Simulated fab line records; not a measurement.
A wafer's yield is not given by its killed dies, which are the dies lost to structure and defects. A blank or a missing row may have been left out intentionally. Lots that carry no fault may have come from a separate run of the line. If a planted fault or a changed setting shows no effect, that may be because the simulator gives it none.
fab line records -- flow n5-finfet
record lots=9, wafers=26, last-day=18
route steps=1938 shown BEOL_M2@882 BEOL_M4@1111
lots that met no fault: taken from a fault-free run of the same line
start-h: the number of hours between the record's first day and the start of the first shown wafer of the lot -- wait-h: hours from the lot's prior step to this one -- " the same as in the row above -- L1.1+2: one row covering several wafers at once -- - either no value or no given start -- * or withheld: withheld -- < > ~ a bound
route shown NAME@n: NAME is a module with steps in the file, n the number in the route of the first one -- usual: mean/standard deviation taken from wafers without a fault -- same: alike in all rows -- chamber/n: place in a boat -- sites: readings site by site -- _std_site: the values' standard deviation -- _edge_site: the outer-site mean with the inner-site mean subtracted -- radius-mm: how far each site lies from the wafer's centre -- mask NAME#n: copy n -- behind: tool/chamber where the wafer was last shaped -- hold: what put the lot on hold/how long, in hours/how the hold closed -- device: whichever transistor did not switch (one of n, p or np) -- end of line: the same wafers' tests at the end of the route -- a step with no rows: only its recipe -- killed: dies that structure and defects cost at the first sort, which is not the same as the wafer's yield -- map: per-die view of a wafer (x killed, . not killed, _ where there is no die)
set.NAME: the setting that was run; set.NAME@STEP: the one run at that earlier step -- model.NAME: the simulator's own value behind a step, which no gauge read
the route's steps for a sample of lots (tables are steps, rows are wafers)
services: from which hour (start-h, from the record's first day; less than 0 if before it) a tool's chamber was out of use, for how many hours, and why
## steps
# step N5_BEOL_M2_ALD_98
# recipe material=SiO2, target-thk-a=25, temp-c=100, ald-precursor-family=BDEAS, ald-co-reactant=O2-plasma, pulse-time-s=1, co-reactant-pulse-time-s=1, purge-time-s=2, co-reactant-purge-time-s=2, ald-cycles=17, pressure-torr=2
# usual ald-cycles=17/0, heater-power-w=83/9.7, precursor-pulse-height-rel=1.000/0.019
lot.wafer,tool,chamber,start-h,wait-h,ald-cycles,heater-power-w,precursor-pulse-height-rel,since-wet-clean-h
L292.2,ald-sin-04,0,150.93,0.1,17,70,0.962,340
L292.3,ald-sin-04,3,150.93,0.1,16,97,1.004,340
L292.6,ald-sin-04,3,150.93,0.1,17,95,0.962,-
L294.3,ald-sin-04,2,164.56,0.1,16,83,0.975,354
L294.4,ald-sin-04,1,164.56,0.1,17,95,0.995,354
L294.6,ald-sin-04,0,164.56,0.1,17,69,0.998,-
L302.2,ald-sin-04,1,217.44,0.1,17,91,1.019,27
L302.5,ald-sin-04,2,217.44,0.1,17,88,0.996,-
L302.6,ald-sin-04,3,217.44,0.1,17,94,1.011,-
L304.3,ald-sin-04,1,226.59,0.2,17,91,0.976,36
L304.4,ald-sin-04,2,226.59,0.2,17,89,0.993,36
L304.6,ald-sin-04,1,226.59,0.2,17,93,0.993,-
L308.1,ald-sin-02,1,239.03,0.1,17,67,1.018,138
L308.2,ald-sin-02,3,239.03,0.1,17,86,1.031,138
L308.5,ald-sin-02,3,239.03,0.1,17,89,1.041,-
L307.2,ald-sin-04,1,242.27,0.1,17,94,0.991,52
L307.4,ald-sin-04,3,242.27,0.1,17,96,0.979,52
L307.6,ald-sin-04,2,242.27,0.1,17,86,0.972,-
L310.1,ald-sin-04,3,271.97,0.3,17,97,0.999,81
L310.3,ald-sin-04,2,271.97,0.3,17,89,1.022,81
L311.1,ald-sin-04,3,274.83,0.2,17,97,1.032,84
L311.2,ald-sin-04,2,274.83,0.2,17,87,1.017,84
L311.3,ald-sin-04,1,274.83,0.2,17,89,0.965,84
L312.2,ald-sin-02,2,278.83,0.1,17,80,1.001,178
L312.4,ald-sin-02,0,278.83,0.1,17,74,1.028,178
L312.6,ald-sin-02,3,278.83,0.1,17,87,0.972,-
# step N5_BEOL_M2_VIA_ETCH_34
# recipe chemistry=C4F6/O2, target-depth-a=694, mask-material=SOC, pressure-mtorr=15, ion-energy-ev=250, taper-deg=4, time-s=65.9, source-w=350, bias-w=170, Ar_flow_sccm=300, C4F6_flow_sccm=10, O2_flow_sccm=10
# usual chamber-pressure-mTorr=14.999/0.013, drypump-motor-current-A=5.8/0.35, mfc-ar-sccm=299.9/0.9, oes-product-au=0.80/0.097, rf-vpp-V=667/15, showerhead-plenum-p-Torr=2.85/0.098, throttle-valve-pct=30.7/0.33
lot.wafer,tool,chamber,start-h,wait-h,chamber-pressure-mTorr,drypump-motor-current-A,mfc-ar-sccm,oes-product-au,rf-hours-counter-h,rf-vpp-V,showerhead-plenum-p-Torr,throttle-valve-pct
L292.2,rie-diel-05,2,152.11,0.0,14.989,5.1,301.4,0.92,10,658,3.04,30.5
L292.3,rie-diel-05,1,152.11,0.0,15.010,5.6,300.2,0.71,196,676,2.70,30.5
L292.6,rie-diel-05,1,152.11,0.0,15.004,5.6,300.8,0.70,-,675,2.70,30.5
L294.3,rie-diel-03,0,171.99,0.0,14.996,5.8,300.1,0.71,211,681,2.93,30.2
L294.4,rie-diel-03,2,171.99,0.0,15.001,5.9,299.7,0.69,234,646,2.70,30.5
L294.6,rie-diel-03,3,171.99,0.0,14.993,5.5,300.0,0.92,-,641,2.79,30.7
L302.2,rie-diel-03,2,218.75,0.0,15.016,5.9,301.7,0.68,252,646,2.69,30.6
L302.5,rie-diel-03,2,218.75,0.0,15.009,5.9,301.4,0.68,-,646,2.69,30.6
L302.6,rie-diel-03,0,218.75,0.0,14.988,5.8,299.8,0.69,-,682,2.92,30.2
L304.3,rie-diel-03,0,233.34,0.0,14.998,5.8,299.0,0.69,235,680,2.92,30.2
L304.4,rie-diel-03,0,233.34,0.0,14.983,5.8,299.7,0.68,-,680,2.92,30.2
L304.6,rie-diel-03,1,233.34,0.0,15.013,5.8,299.9,0.83,-,672,2.86,30.7
L308.1,rie-diel-04,2,242.69,0.0,14.996,5.5,299.3,0.70,208,687,2.70,30.7
L308.2,rie-diel-04,0,242.69,0.0,14.993,6.4,299.8,0.95,7,648,2.92,31.5
L308.5,rie-diel-04,2,242.69,0.0,14.984,5.5,299.3,0.70,-,686,2.70,30.7
L307.2,rie-diel-05,2,243.74,0.0,14.993,5.1,300.8,0.87,42,656,3.03,30.5
L307.4,rie-diel-05,0,243.74,0.0,14.988,6.6,299.0,0.79,129,671,2.96,30.9
L307.6,rie-diel-05,0,243.74,0.0,14.996,6.6,300.3,0.79,-,670,2.96,30.9
L310.1,rie-diel-04,0,277.44,0.0,14.992,6.4,298.5,0.92,20,646,2.92,31.5
L310.3,rie-diel-04,3,277.44,0.0,15.001,5.7,301.0,0.90,26,673,2.88,30.6
L311.1,rie-diel-05,0,281.09,0.0,15.024,6.6,300.9,0.76,141,672,2.96,30.9
L311.2,rie-diel-05,2,281.09,0.0,14.998,5.1,301.2,0.84,55,657,3.02,30.6
L311.3,rie-diel-05,1,281.09,0.0,14.990,5.6,298.6,0.67,244,675,2.68,30.5
L312.2,rie-diel-04,2,281.09,0.0,15.001,5.5,299.2,0.69,221,686,2.70,30.7
L312.4,rie-diel-04,3,281.09,0.0,14.992,5.7,299.6,0.90,28,674,2.88,30.6
L312.6,rie-diel-04,3,281.09,0.0,15.021,5.7,298.0,0.90,-,673,2.88,30.6
# step N5_BEOL_M2_TRENCH_ETCH_37
# recipe chemistry=C4F6/O2, target-depth-a=555.55, target=SiOC, time-s=29.2, ion-energy-ev=250, pressure-mtorr=30, source-w=355, bias-w=185, Ar_flow_sccm=300, C4F6_flow_sccm=10, O2_flow_sccm=10
# usual chamber-pressure-mTorr=29.997/0.027, drypump-motor-current-A=5.8/0.35, mfc-ar-sccm=300.0/0.89, oes-product-au=0.80/0.097, rf-vpp-V=667/15, showerhead-plenum-p-Torr=2.85/0.098, throttle-valve-pct=20.80/0.24
lot.wafer,tool,chamber,start-h,wait-h,chamber-pressure-mTorr,drypump-motor-current-A,mfc-ar-sccm,oes-product-au,rf-hours-counter-h,rf-vpp-V,showerhead-plenum-p-Torr,throttle-valve-pct
L292.2,rie-diel-05,2,-,-,30.006,5.1,300.4,0.93,10,656,3.05,20.53
L292.3,rie-diel-05,1,-,-,30.007,5.6,300.5,0.70,196,675,2.71,20.76
L292.6,rie-diel-05,1,-,-,29.982,5.6,301.4,0.71,-,675,2.71,20.75
L294.3,rie-diel-03,0,-,-,30.017,5.8,301.3,0.71,211,683,2.93,20.49
L294.4,rie-diel-03,2,-,-,29.975,5.9,301.3,0.69,234,644,2.70,20.78
L294.6,rie-diel-03,3,-,-,30.026,5.5,299.2,0.92,-,641,2.79,20.82
L302.2,rie-diel-03,2,-,-,30.023,5.8,300.4,0.67,252,647,2.70,20.80
L302.5,rie-diel-03,2,-,-,30.049,5.9,298.4,0.67,-,646,2.70,20.83
L302.6,rie-diel-03,0,-,-,29.943,5.8,299.1,0.69,-,680,2.93,20.50
L304.3,rie-diel-03,0,-,-,29.973,5.8,300.5,0.68,235,682,2.92,20.53
L304.4,rie-diel-03,0,-,-,30.084,5.8,299.9,0.68,-,682,2.92,20.53
L304.6,rie-diel-03,1,-,-,29.985,5.8,298.2,0.83,-,673,2.86,20.80
L308.1,rie-diel-04,2,-,-,30.039,5.5,299.5,0.70,208,687,2.71,20.83
L308.2,rie-diel-04,0,-,-,29.973,6.4,300.8,0.94,7,648,2.93,21.24
L308.5,rie-diel-04,2,-,-,29.996,5.5,299.5,0.70,-,686,2.71,20.84
L307.2,rie-diel-05,2,-,-,29.976,5.1,300.7,0.87,42,657,3.03,20.58
L307.4,rie-diel-05,0,-,-,30.006,6.6,299.3,0.79,129,671,2.97,20.93
L307.6,rie-diel-05,0,-,-,29.993,6.6,300.3,0.78,-,670,2.97,20.93
L310.1,rie-diel-04,0,-,-,30.025,6.4,299.9,0.91,20,647,2.92,21.24
L310.3,rie-diel-04,3,-,-,30.010,5.7,300.9,0.88,26,671,2.89,20.66
L311.1,rie-diel-05,0,-,-,30.014,6.6,301.2,0.77,141,670,2.96,20.94
L311.2,rie-diel-05,2,-,-,30.035,5.1,302.9,0.85,55,657,3.03,20.60
L311.3,rie-diel-05,1,-,-,29.997,5.6,300.4,0.67,244,675,2.69,20.82
L312.2,rie-diel-04,2,-,-,30.023,5.5,300.8,0.69,221,686,2.70,20.84
L312.4,rie-diel-04,3,-,-,29.991,5.7,299.1,0.90,28,673,2.89,20.66
L312.6,rie-diel-04,3,-,-,30.006,5.7,300.1,0.89,-,672,2.89,20.65
# step N5_BEOL_M2_DEGAS_44
# recipe ambient=vacuum, temp-c=250, time-s=60
# usual heater-power-w=336/54
lot.wafer,tool,chamber,start-h,wait-h,heater-power-w
L292.2,pvd-sputter-01,-,152.94,0.4,357
L292.3,pvd-sputter-01,-,152.94,0.4,300
L292.6,pvd-sputter-01,-,152.94,0.4,342
L294.3,pvd-sputter-03,-,172.67,0.3,321
L294.4,pvd-sputter-03,-,172.67,0.3,307
L294.6,pvd-sputter-03,-,172.67,0.3,292
L302.2,pvd-sputter-02,-,219.47,0.3,339
L302.5,pvd-sputter-02,-,219.47,0.3,429
L302.6,pvd-sputter-02,-,219.47,0.3,418
L304.3,pvd-sputter-03,-,234.85,1.1,295
L304.4,pvd-sputter-03,-,234.85,1.1,321
L304.6,pvd-sputter-03,-,234.85,1.1,316
L308.1,pvd-sputter-02,-,243.28,0.2,422
L308.2,pvd-sputter-02,-,243.28,0.2,250
L308.5,pvd-sputter-02,-,243.28,0.2,427
L307.2,pvd-sputter-02,-,244.19,0.0,416
L307.4,pvd-sputter-02,-,244.19,0.0,339
L307.6,pvd-sputter-02,-,244.19,0.0,420
L310.1,pvd-sputter-02,-,278.24,0.4,421
L310.3,pvd-sputter-02,-,278.24,0.4,343
L312.2,pvd-sputter-02,-,281.70,0.2,234
L312.4,pvd-sputter-02,-,281.70,0.2,432
L312.6,pvd-sputter-02,-,281.70,0.2,240
L311.1,pvd-sputter-02,-,281.78,0.3,342
L311.2,pvd-sputter-02,-,281.78,0.3,243
L311.3,pvd-sputter-02,-,281.78,0.3,417
# step N5_BEOL_M4_RC_MEAS_101
# usual DIBL_N=36.5/1.8, DIBL_P=36.5/2.1, IOFF_N=0.17/0.031, IOFF_P=0.22/0.036, ION_N=677/11, ION_P=463/8, SS_N=71.6/0.61, SS_P=73.3/0.63, VT_N=249/3.1, VT_P=-250/3.3
lot.wafer,tool,chamber,start-h,wait-h,DIBL_N[mV/V],DIBL_P[mV/V],IOFF_N[nA/um],IOFF_P[nA/um],ION_N[uA/um],ION_P[uA/um],SS_N[mV/dec],SS_P[mV/dec],VT_N[mV],VT_P[mV]
L292.2,prober-02,0,182.71,0.2,40.8,41.5,0.23,0.26,683,462,72.8,74.2,245,-250
L292.3,prober-02,0,182.71,0.2,37.6,38.2,0.17,0.20,688,465,71.1,73.7,248,-253
L292.6,prober-02,0,182.71,0.2,37.2,36.6,0.15,0.18,675,454,71.1,73.3,251,-255
L294.3,prober-01,0,202.24,0.3,38.5,38.5,0.21,0.26,694,476,72.0,73.7,242,-245
L294.4,prober-01,0,202.24,0.3,34.7,34.7,0.14,0.20,681,468,71.0,72.8,250,-248
L294.6,prober-01,0,202.24,0.3,36.1,35.5,0.15,0.20,679,469,71.7,73.1,250,-249
L302.2,prober-02,0,247.60,0.2,38.1,37.8,0.17,0.20,675,452,72.2,73.4,251,-251
L302.5,prober-02,0,247.60,0.2,38.4,38.9,0.19,0.23,684,464,72.9,74.0,248,-251
L302.6,prober-02,0,247.60,0.2,34.5,34.7,0.12,0.16,672,462,71.4,73.6,252,-255
L304.3,prober-01,0,265.26,0.3,38.7,39.2,0.20,0.24,682,463,71.7,74.4,247,-250
L304.4,prober-01,0,265.26,0.3,36.5,36.5,0.16,0.19,671,458,71.4,73.7,250,-252
L304.6,prober-01,0,265.26,0.3,37.8,38.0,0.18,0.21,691,462,71.4,73.2,250,-254
L308.1,prober-02,0,274.38,0.0,37.5,38.0,0.20,0.29,688,475,72.0,73.8,246,-242
L308.2,prober-02,0,274.38,0.0,36.0,36.8,0.18,0.27,694,482,71.0,73.5,246,-243
L308.5,prober-02,0,274.38,0.0,36.7,37.7,0.19,0.30,692,478,71.7,73.9,248,-241
L307.2,prober-02,0,277.49,0.2,38.7,39.5,0.19,0.25,680,469,71.8,73.7,247,-249
L307.4,prober-02,0,277.49,0.2,35.6,35.4,0.13,0.19,669,461,71.8,73.0,253,-252
L307.6,prober-02,0,277.49,0.2,38.0,37.7,0.17,0.22,669,460,72.6,73.1,249,-249
L310.1,prober-02,0,309.07,0.0,33.1,32.2,0.11,0.17,649,458,70.5,72.9,253,-252
L310.3,prober-02,0,309.07,0.0,36.2,36.9,0.17,0.22,664,463,72.0,72.4,251,-249
L311.1,prober-02,0,312.77,0.0,36.9,37.0,0.17,0.25,673,465,71.8,73.1,247,-246
L311.2,prober-02,0,312.77,0.0,38.9,39.9,0.21,0.29,687,476,72.7,73.8,247,-243
L311.3,prober-02,0,312.77,0.0,35.3,35.8,0.16,0.22,683,472,71.2,72.8,250,-248
L312.2,prober-01,0,335.20,0.2,37.0,35.4,0.15,0.20,662,456,72.7,72.6,253,-251
L312.4,prober-01,0,335.20,0.2,40.1,39.8,0.20,0.28,673,465,72.6,74.4,251,-245
L312.6,prober-01,0,335.20,0.2,38.5,38.1,0.18,0.25,667,461,71.9,73.8,248,-247
## services
tool,chamber,start-h,hours,kind
ald-sin-02,3,158.10,10.5,repair
rie-diel-05,0,166.50,3.8,repair
rie-diel-05,3,168.28,4.5,repair
ald-sin-02,2,171.21,14.8,repair
ald-sin-04,-,176.75,14.0,pm
ald-sin-04,0,176.75,14.0,vent-cycle
ald-sin-04,1,176.75,14.0,vent-cycle
ald-sin-04,2,176.75,14.0,vent-cycle
ald-sin-04,3,176.75,14.0,vent-cycle
ald-sin-04,0,190.75,-,clean
ald-sin-04,1,190.75,-,clean
ald-sin-04,2,190.75,-,clean
ald-sin-04,3,190.75,-,clean
rie-diel-03,3,197.84,8.7,repair
rie-diel-03,3,214.28,5.1,repair
rie-diel-03,2,219.44,-,clean
rie-diel-03,2,219.44,-,consumable-replace:focus-ring
ald-sin-02,2,247.51,6.3,repair
rie-diel-03,3,248.74,6.3,repair
rie-diel-04,3,251.44,4.5,repair
rie-diel-05,3,256.33,3.1,repair
ald-sin-04,0,256.46,6.5,repair
rie-diel-03,2,262.22,1.6,repair
rie-diel-04,1,270.31,3.5,repair
## key
first-sign step=N5_BEOL_M2_ALD_98, reading=ald-cycles, direction=down, sigmas=99+, usual=*, struck=*
effect none on later readings
met-at N5_BEOL_M2_ALD_98
struck-lots L292,L294
struck-wafers L292.3,L294.3
not-acting-at N5_BEOL_M2_VIA_ETCH_34,N5_BEOL_M2_TRENCH_ETCH_37,N5_BEOL_M2_DEGAS_44
fault kind=process-parameter-drift, tool=ald-sin-04, chamber=-, onset-h=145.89, steps=N5_BEOL_M2_ALD_98, channel=ald-cycles, offset=*, shape=step, end-h=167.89, scope=struck-wafers-only, acts-in=*, stated=*
